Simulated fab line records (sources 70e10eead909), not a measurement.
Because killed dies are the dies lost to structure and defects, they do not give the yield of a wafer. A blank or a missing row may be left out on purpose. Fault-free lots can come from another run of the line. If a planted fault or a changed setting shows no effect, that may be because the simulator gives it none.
Matching of chambers + flow nand harc + NHARC_P_M1_DEP_33 on pecvd-02 has 3 sister chambers
The step deposits SiCN, target thk 30 nm. 3 wafers are shown with their chamber, then 7 later ones without.

== EACH WAFER AND ITS CHAMBER ==
| wafer  | chamber | heater power w (W) |
|--------|---------|--------------------|
| L201.4 | 2       | 582                |
| L201.6 | 0       | 572                |
| L206.5 | 1       | 536                |

== WAFERS WITH NO CHAMBER GIVEN ==
| wafer  | heater power w (W) |
|--------|--------------------|
| L206.6 | 593                |
| L209.1 | 558                |
| L209.2 | 587                |
| L209.4 | 576                |
| L210.1 | 542                |
| L210.2 | 576                |
| L210.4 | 536                |

== CHAMBER TAKEN BY EACH ==
| wafer  | from the rows above          | in truth |
|--------|------------------------------|----------|
| L206.6 | can't be placed: 2 or 0      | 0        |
| L209.1 | can't be placed: 0 or 1 or 2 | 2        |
| L209.2 | can't be placed: 2 or 0      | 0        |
| L209.4 | can't be placed: 0 or 2      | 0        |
| L210.1 | 1                            | 1        |
| L210.2 | can't be placed: 0 or 2      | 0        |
| L210.4 | 1                            | 1        |
Placed correctly: 2 of 7. Unplaceable from these rows: 5, with the true chamber sitting among the candidates in 5. Number placed wrongly: 0.
How it was worked out, from the rows above alone: a wafer's distance from a chamber is the root of the sum, over the readings, of the square of ((its reading less the chamber's mean) divided by the reading's scatter). The wafer belongs to the nearest chamber; if the next one is less than 2 further off, it can't be placed. For every chamber, the mean is computed from those of its wafers that are shown. The scatter: with one shown wafer a chamber, the root of the mean of the squares of how far each hidden wafer lies from its nearest shown one.
